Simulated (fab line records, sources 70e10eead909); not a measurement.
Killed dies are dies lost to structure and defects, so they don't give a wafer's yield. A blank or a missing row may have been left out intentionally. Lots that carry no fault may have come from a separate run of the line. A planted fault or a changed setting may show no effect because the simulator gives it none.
What tool caused it?	flow nand_harc	12 lots with 36 wafers sampled at 5 steps, on a route of 1302 steps

WHAT EACH GAUGE READ, for each wafer
NHARC_P_M1_INSPECT_27.
lot	measured	on	raw_defect_count
L075	day 6 17:49	defect_inspect-01	164 216 420
L077	day 7 08:46	defect_inspect-02	595 699 702
L079	day 8 08:40	defect_inspect-02	259 370 230
L081	day 9 01:07	defect_inspect-01	255 522 212
L083	day 9 23:02	defect_inspect-02	280 273 195
L085	day 10 23:35	defect_inspect-01	278 302 151
L087	day 11 13:26	defect_inspect-02	347 436 289
L088	day 12 12:13	defect_inspect-02	275 232 202
L091	day 13 13:43	defect_inspect-01	211 192 159
L093	day 14 04:58	defect_inspect-01	399 338 276
L094	day 14 21:27	defect_inspect-02	606 489 373
L097	day 16 04:10	defect_inspect-01	300 265 299

TOOL THAT RAN EACH LOT (tool first, then ch and the chambers of the sampled wafers, then the start)
lot	NHARC_P_GATE_STRIP_75	NHARC_P_GATE_STRIP_76	NHARC_P_GATE_DEGAS_109	NHARC_P_M1_DEGAS_29
L075	plasma_asher-01 ch 0,1, day 5 23:47	plasma_asher-01 ch 0,1, day 6 01:23	pvd_sputter-01, day 6 04:20	pvd_sputter-03, day 6 16:15
L077	plasma_asher-01 ch 0,1, day 6 14:07	plasma_asher-01 ch 0,1, day 6 15:49	pvd_sputter-01, day 6 18:50	pvd_sputter-03, day 7 07:13
L079	plasma_asher-02 ch 0,1, day 7 14:10	plasma_asher-01 ch 0,1, day 7 16:00	pvd_sputter-03, day 7 19:00	pvd_sputter-01, day 8 07:07
L081	plasma_asher-01 ch 0,1, day 8 06:25	plasma_asher-02 ch 0,1, day 8 08:08	pvd_sputter-01, day 8 11:08	pvd_sputter-03, day 8 23:32
L083	plasma_asher-01 ch 0,1, day 9 04:19	plasma_asher-02 ch 0,1, day 9 06:01	pvd_sputter-02, day 9 09:02	pvd_sputter-02, day 9 21:26
L085	plasma_asher-01 ch 0,1, day 10 04:33	plasma_asher-02 ch 0,1, day 10 06:17	pvd_sputter-02, day 10 09:20	pvd_sputter-03, day 10 21:42
L087	plasma_asher-02 ch 0,1, day 10 18:17	plasma_asher-01 ch 0,1, day 10 20:01	pvd_sputter-01, day 10 23:26	pvd_sputter-01, day 11 11:52
L088	plasma_asher-01 ch 0,1, day 11 18:00	plasma_asher-01 ch 0,1, day 11 19:42	pvd_sputter-03, day 11 22:47	pvd_sputter-02, day 12 10:39
L091	plasma_asher-01 ch 0,1, day 12 19:23	plasma_asher-01 ch 1, day 12 21:07	pvd_sputter-01, day 13 00:10	pvd_sputter-03, day 13 12:10
L093	plasma_asher-02 ch 0,1, day 13 10:47	plasma_asher-01 ch 0,1, day 13 12:32	pvd_sputter-02, day 13 15:34	pvd_sputter-01, day 14 03:25
L094	plasma_asher-02 ch 0,1, day 14 03:01	plasma_asher-02 ch 0,1, day 14 04:44	pvd_sputter-03, day 14 07:46	pvd_sputter-02, day 14 19:54
L097	plasma_asher-02 ch 0,1, day 15 09:30	plasma_asher-02 ch 0,1, day 15 11:21	pvd_sputter-02, day 15 14:15	pvd_sputter-02, day 16 02:34
- NHARC_P_GATE_STRIP_75: strips in O2.
- NHARC_P_GATE_STRIP_76: strips in O2.
- NHARC_P_GATE_DEGAS_109: time 60 s.
- NHARC_P_M1_DEGAS_29: time 60 s.

THE ANSWER, worked out from the rows above alone
Rule: the usual values come from the lots themselves. Put in order of their means at a reading, lots are off if they are a third of the lots or fewer, leave a main group of 4 or more, and stand apart from it by a gap of 3 or more times the standard deviation of the main group's means; of several such gaps the widest counts. Not used: any main group whose means are identical at the precision the tables above print for the reading. Also off: a lot with no number at a reading for which 4 or more lots have one. The other lots that the step has rows for count as sound.
None of the lots is off at any reading shown; this tells nothing.

WHAT WAS PUT IN BY THE SIMULATOR
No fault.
